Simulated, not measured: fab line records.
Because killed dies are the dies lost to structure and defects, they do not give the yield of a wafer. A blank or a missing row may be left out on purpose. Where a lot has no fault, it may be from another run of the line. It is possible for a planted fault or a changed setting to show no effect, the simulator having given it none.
fab line records ; flow nand_harc
record lots=5; wafers=15; last_day=33
route steps=1302 shown P_ZERO_WELL@44
lots that met no fault: from a run of the same line without faults
start_h: hours from the record's first day to the start of the lot's first wafer shown ; wait_h: how many hours have passed since the lot's step before this one ; " unchanged from the row above ; L1.1+2: a single row standing in for several wafers ; - no value, or no start was given ; * or withheld: withheld ; < > ~ a bound
route shown NAME@n: NAME is a module with steps in the file, n the number in the route of the first one ; usual: mean and standard deviation over wafers with no fault ; same: alike in all rows ; chamber/n: place in a boat ; sites: readings site by site ; _std_site: standard deviation across them ; _edge_site: inner sites' mean taken away from outer sites' mean ; radius_mm: how far each site lies from the wafer's centre ; mask NAME#n: copy n ; behind: the most recent tool/chamber to have shaped the wafer ; hold: cause of the lot's hold/its duration in hours/its outcome ; device: the n, p or np transistor that did not switch ; end of line: the tests these same wafers got at the end of their route ; a step given without rows: its recipe and nothing more ; killed: not the wafer's yield, but the dies lost to structure and defects at the first sort ; map: dies across one wafer; x = killed, . = not, _ = none there
set.NAME: the setting the step ran with; set.NAME@STEP: the setting that earlier step ran with ; model.NAME: the simulator's own value behind a step, which no gauge read
certain route steps with their lots: each step a table, each wafer a row
services: the hour from which a tool's chamber was out of use, counted from the record's first day as start_h (under 0 if before that day), plus the number of hours and why
## steps
# step NHARC_P_ZERO_WELL_CD_MEAS_37
# recipe target_cd_nm=720; landing_energy_ev=500
# usual cd_nm=720.6/2.4
lot.wafer;tool;chamber;start_h;wait_h;cd_nm
L390.2;cd_sem-01;0;74.17;-;717.5
L390.3;cd_sem-01;0;74.17;-;720.3
L390.5;cd_sem-01;0;74.17;-;721.4
L394.1;cd_sem-02;0;113.97;-;718.0
L394.5;cd_sem-02;0;113.97;-;722.2
L394.6;cd_sem-02;0;113.97;-;719.0
L396.1;cd_sem-01;0;134.24;-;721.0
L396.2;cd_sem-01;0;134.24;-;715.8
L396.6;cd_sem-01;0;134.24;-;717.5
L399.2;cd_sem-02;0;164.01;-;721.4
L399.3;cd_sem-02;0;164.01;-;718.9
L399.5;cd_sem-02;0;164.01;-;722.9
L408.4;cd_sem-02;0;254.36;-;722.3
L408.5;cd_sem-02;0;254.36;-;720.8
L408.6;cd_sem-02;0;254.36;-;716.4
# step NHARC_P_ZERO_WELL_HARDBAKE_38
# recipe temp_c=125; time_s=80
# step NHARC_P_ZERO_WELL_DESCUM_39
# recipe time_s=3; o2_flow_sccm=200; ar_flow_sccm=0; bias_power_w=0; chemistry=O2
# usual drypump_motor_current_A=5.6/0.43; o2_flow_sccm=200.0/0.56; oes_product_au=1.004/0.012; rf_vpp_V=57.8/0.92; showerhead_plenum_p_Torr=1.91/0.096; throttle_valve_pct=11.311/0.009
lot.wafer;tool;chamber;start_h;wait_h;drypump_motor_current_A;o2_flow_sccm;oes_product_au;rf_hours_counter_h;rf_vpp_V;showerhead_plenum_p_Torr;throttle_valve_pct
L390.3;rie_diel-04;3;74.33;-;5.6;200.4;1.002;19;55.9;1.77;11.307
L390.2;rie_diel-04;2;74.33;-;4.8;200.5;1.003;23;58.9;1.98;11.295
L390.5;rie_diel-04;3;74.33;-;5.5;200.6;0.998;-;56.8;1.77;11.321
L394.1;rie_diel-02;3;114.14;-;5.1;200.0;0.989;17;57.2;1.93;11.318
L394.5;rie_diel-02;2;114.14;-;5.3;200.8;0.984;-;57.0;1.91;11.297
L394.6;rie_diel-02;3;114.14;-;5.1;199.7;0.989;-;58.9;1.93;11.308
L396.1;rie_diel-04;3;134.41;-;5.6;199.0;1.008;37;57.0;1.76;11.303
L396.2;rie_diel-04;0;134.41;-;5.3;200.4;1.009;45;58.3;2.01;11.302
L396.6;rie_diel-04;2;134.41;-;4.8;199.9;1.005;-;58.0;1.97;11.289
L399.2;rie_diel-13;3;164.18;-;5.2;199.3;1.022;57;59.6;1.97;11.316
L399.3;rie_diel-13;0;164.18;-;5.5;200.0;1.020;54;58.9;2.00;11.306
L399.5;rie_diel-13;2;164.18;-;6.0;200.2;1.017;-;58.5;1.92;11.314
L408.4;rie_diel-13;0;254.54;-;5.5;199.2;1.013;27;58.5;1.99;11.316
L408.6;rie_diel-13;2;254.54;-;6.0;199.5;0.994;-;58.2;1.91;11.309
L408.5;rie_diel-13;3;254.54;-;5.2;199.8;1.016;-;56.1;1.96;11.306
# step NHARC_P_ZERO_WELL_IMPLANT_40
# recipe energy_kev=300; dose_cm2=1e+13; tilt_deg=7
# step NHARC_P_ZERO_WELL_IMPLANT_59
# recipe energy_kev=120; dose_cm2=5e+12; tilt_deg=7
# step NHARC_P_ZERO_WELL_IMPLANT_60
# recipe energy_kev=30; dose_cm2=2e+12; tilt_deg=7
# step NHARC_P_ZERO_WELL_STRIP_41
# recipe time_s=840; temp_c=130; chemistry=SPM
# step NHARC_P_ZERO_WELL_DEHYDRATE_44
# recipe temp_c=150; time_s=120
# step NHARC_P_ZERO_WELL_HMDS_45
# recipe time_s=30
# step NHARC_P_ZERO_WELL_COAT_46
# recipe spin_rpm=withheld
# step NHARC_P_ZERO_WELL_SOFTBAKE_47
# recipe temp_c=122; time_s=95
# step NHARC_P_ZERO_WELL_EBR_48
# step NHARC_P_ZERO_WELL_EXPOSE_49
# recipe na=0.6; target_cd_nm=2000; dose_mj=22.64; mask_id=P_HVPW
lot.wafer;tool;chamber;start_h;wait_h;mask
L390.2+3+5;krf_scanner-04;0;75.66;-;P_HVPW#0
L394.1+5+6;krf_scanner-04;0;115.33;-;P_HVPW#0
L396.1+2+6;krf_scanner-01;0;135.72;-;P_HVPW#0
L399.2+3+5;krf_scanner-04;0;165.51;-;P_NWELL#0
L408.4+5+6;krf_scanner-01;0;255.86;-;P_HVPW#0
# step NHARC_P_ZERO_WELL_PEB_50
# recipe peb_temp_c=118; peb_time_s=85
# step NHARC_P_ZERO_WELL_DEVELOP_51
# recipe time_s=70
# step NHARC_P_ZERO_WELL_CD_MEAS_52
# recipe target_cd_nm=2000; landing_energy_ev=500
# usual cd_nm=1999.9/2.1
lot.wafer;tool;chamber;start_h;wait_h;cd_nm
L390.2;cd_sem-02;0;75.81;-;2001.0
L390.3;cd_sem-02;0;75.81;-;2000.4
L390.5;cd_sem-02;0;75.81;-;1996.1
L394.1;cd_sem-02;0;115.49;-;1996.3
L394.5;cd_sem-02;0;115.49;-;1998.9
L394.6;cd_sem-02;0;115.49;-;1996.7
L396.1;cd_sem-03;0;135.88;-;2001.7
L396.2;cd_sem-03;0;135.88;-;2002.4
L396.6;cd_sem-03;0;135.88;-;1999.2
L399.2;cd_sem-01;0;165.66;-;-
L399.3;cd_sem-01;0;165.66;-;-
L399.5;cd_sem-01;0;165.66;-;-
L408.4;cd_sem-02;0;256.00;-;2001.4
L408.5;cd_sem-02;0;256.00;-;2002.9
L408.6;cd_sem-02;0;256.00;-;2002.3
# step NHARC_P_ZERO_WELL_HARDBAKE_53
# recipe temp_c=125; time_s=80
## services
tool;chamber;start_h;hours;kind
rie_diel-04;0;59.06;-;clean
rie_diel-04;1;59.06;-;clean
rie_diel-04;2;59.06;-;clean
rie_diel-04;3;59.06;-;clean
rie_diel-02;0;59.56;14.9;repair
krf_scanner-01;-;69.39;6.7;repair
rie_diel-02;3;70.49;7.2;repair
rie_diel-13;0;71.27;-;clean
rie_diel-13;1;71.27;-;clean
krf_scanner-04;0;86.81;-;calibration
rie_diel-04;3;117.91;8.2;repair
krf_scanner-01;-;123.32;0.2;repair
krf_scanner-01;-;140.00;4.0;pm
rie_diel-13;-;165.06;9.0;pm
rie_diel-04;-;178.05;9.0;pm
rie_diel-02;1;178.38;5.0;repair
krf_scanner-04;-;182.00;4.0;pm
rie_diel-04;0;206.95;14.8;repair
rie_diel-02;-;217.62;9.0;pm
rie_diel-04;3;220.18;7.9;repair
krf_scanner-04;-;227.62;0.6;repair
krf_scanner-01;-;238.46;1.7;repair
krf_scanner-04;0;251.34;-;calibration
rie_diel-02;-;254.62;0.6;repair
## key
first_sign step=NHARC_P_ZERO_WELL_EXPOSE_49; reading=mask; direction=changed
effect step=NHARC_P_ZERO_WELL_CD_MEAS_52; reading=cd_nm; direction=missing
met_at NHARC_P_ZERO_WELL_EXPOSE_49
struck_wafers L399.2,L399.3,L399.5
later_rows_left_out L399.2,L399.3,L399.5
sort_left_out L399.2,L399.3,L399.5
tester_left_out L399
onset_between 115.33 165.51
fault kind=wrong_mask; tool=any; chamber=-; onset_h=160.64; steps=NHARC_P_ZERO_WELL_EXPOSE_49; aux_copy=P_NWELL#0; scope=struck_lots_only
# tester_left_out: of these lots the tester's yield and bins aren't shown, on N5 and GAA mostly nor the transistor test; their killed dies are dies lost to structure and defects alone, not to doping, threshold or leakage, so they don't give the yield
# sort_left_out: the simulated sort isn't trusted on such a fault, so these wafers' sort isn't shown, and their yield isn't known
# later_rows_left_out: the simulator's readings of these wafers behind a module that went badly wrong aren't trusted and aren't shown, but for the sort
